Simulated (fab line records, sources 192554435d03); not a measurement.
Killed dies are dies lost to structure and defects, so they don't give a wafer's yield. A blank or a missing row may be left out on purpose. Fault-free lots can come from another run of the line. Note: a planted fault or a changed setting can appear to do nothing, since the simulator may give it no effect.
Problem report in the 8D (eight disciplines) form, filled by code -- flow n5 finfet -- the parts of the form that need people (team, actions taken, sign-off) are left out

== 1. THE ISSUE ==
Wafers free of any fault read 5.52e-05 nA/um (standard deviation 2.7e-06) for IOFF_N_LONG at N5_BEOL_M4_RC_MEAS_101, against a mean of 7.98e-03 nA/um on 6 wafers of 2 lots. So: +99 or more standard deviations from the usual mean.
First observed at day 10 14:59: wafer L913.1, on prober-01. The record has a number at this step for 24 wafers belonging to 8 lots. By rule, "out" or "out of limits" means more than 4 standard deviations away from the usual mean. The other wafers with a number count as sound.

== 2. WHAT IT IS AND WHAT IT IS NOT ==
question,is,is not
which readings at this step,"IOFF_N_LONG, IGATE_N, IOFF_N, IOFF_N_85C, IOFF_N_LIN, IOFF_P, IOFF_P_85C, IOFF_P_LIN, IOFF_P_LONG, ION_N, ION_P, VT_N, VT_N_LONG, VT_N_LVT, VT_P, VT_P_LONG, VT_P_LVT","DIBL_N, DIBL_P, SS_N, SS_P"
which lots,"L913, L914","L908, L916, L923, L924, L925, L926"
which wafers of those lots,all that have a number,-
read on which gauges,prober-01,prober-02
when,from day 10 14:59,"up to then (3 sound wafers); but 15 sound wafers of L916, L923, L924, L925, L926 came after"

== 3. SUSPECTS, AND WHAT RULES EACH OUT ==
Counting: a tool at any process step up to the reading remains a suspect when it ran all the lots that are out and ran no sound lot after the first of those.
- the gauge at N5_BEOL_M4_RC_MEAS_101 has been ruled out. All the wafers that are out were read on prober-01, but those of them that N5_PASSIVATION_PROBE_49 has rows for are out there too, on other tools.
- ald metal-02 at N5_HKMG_FIN_ALD_91 (deposits TiN, target thk 1 nm, pulse time 1 s, purge time 3 s): ruled out as a lasting fault. After its first lot that is out, L913 (day 6 10:20), sound lots L923, L925 ran on it.
Left after counting: nothing in the record.

== 4. THE CAUSE (what the simulator had put in) ==
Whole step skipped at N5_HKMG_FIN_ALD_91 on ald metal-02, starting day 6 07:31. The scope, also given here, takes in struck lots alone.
Counting ruled it out, wrongly: the rule takes a fault to strike every lot that its tool runs from its start on, and this one did not.

== 5. THE CHAIN OF EFFECTS, in route order ==
Each row: a reading where the mean over the struck wafers with a number is more than 3 standard deviations away from the usual. Scope: only readings with a usual standard deviation given in the record; hours: median across lots of the time from each lot's start at the first step in this table that gives one to its start at this step; sigmas: change in usual standard deviations.
hours,step,reading,usual,on struck wafers,change,sigmas
0,N5_BEOL_M4_RC_MEAS_101,IGATE_N,0.0123 nA/um,0.0970,+0.0847,+47
0,N5_BEOL_M4_RC_MEAS_101,IOFF_N,0.152 nA/um,24.194,+24.042,+99 or more
0,N5_BEOL_M4_RC_MEAS_101,IOFF_N_85C,3.0 nA/um,211.2,+208.2,+99 or more
0,N5_BEOL_M4_RC_MEAS_101,IOFF_N_LIN,0.071 nA/um,11.304,+11.233,+99 or more
0,N5_BEOL_M4_RC_MEAS_101,IOFF_N_LONG,5.52e-05 nA/um,7.98e-03,+7.92e-03,+99 or more
0,N5_BEOL_M4_RC_MEAS_101,IOFF_P,0.21 nA/um,0.04,-0.17,-5.4
0,N5_BEOL_M4_RC_MEAS_101,IOFF_P_85C,3.6 nA/um,0.9,-2.7,-5.8
0,N5_BEOL_M4_RC_MEAS_101,IOFF_P_LIN,0.099 nA/um,0.021,-0.079,-6.5
0,N5_BEOL_M4_RC_MEAS_101,IOFF_P_LONG,0.000106 nA/um,0.000051,-0.000055,-5.7
0,N5_BEOL_M4_RC_MEAS_101,ION_N,672 uA/um,945,+273,+25
0,N5_BEOL_M4_RC_MEAS_101,ION_P,462 uA/um,394,-68,-9.3
0,N5_BEOL_M4_RC_MEAS_101,VT_N,250 mV,106,-144,-48
0,N5_BEOL_M4_RC_MEAS_101,VT_N_LONG,274.9 mV,131.8,-143.1,-65
0,N5_BEOL_M4_RC_MEAS_101,VT_N_LVT,99 mV,-45,-144,-47
0,N5_BEOL_M4_RC_MEAS_101,VT_P,-250 mV,-292,-42,-13
0,N5_BEOL_M4_RC_MEAS_101,VT_P_LONG,-275 mV,-319,-44,-13
0,N5_BEOL_M4_RC_MEAS_101,VT_P_LVT,-99 mV,-143,-44,-14
103,N5_PASSIVATION_PROBE_49,sort n pass,1082,0,-1082,-54
103,N5_PASSIVATION_PROBE_49,sort yield pct,91.7 %,0.0,-91.7,-54
It contains these process steps:
- N5_PASSIVATION_PROBE_49
Readings that are blank on the struck wafers while sound wafers have them: chamber pressure Torr at N5_HKMG_FIN_ALD_91; heater power w at N5_HKMG_FIN_ALD_91; precursor pulse height rel at N5_HKMG_FIN_ALD_91.

== 6. WHAT WOULD HAVE CAUGHT IT SOONER ==
In this record the first reading out of limits at a measuring or inspecting step was taken at day 10 14:59, 103 hours after the fault began at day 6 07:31.
At N5_HKMG_FIN_ALD_91 the tool's readings are blank on the struck wafers, where sound wafers have them: an empty tool record is the first sign, and it was there at once.
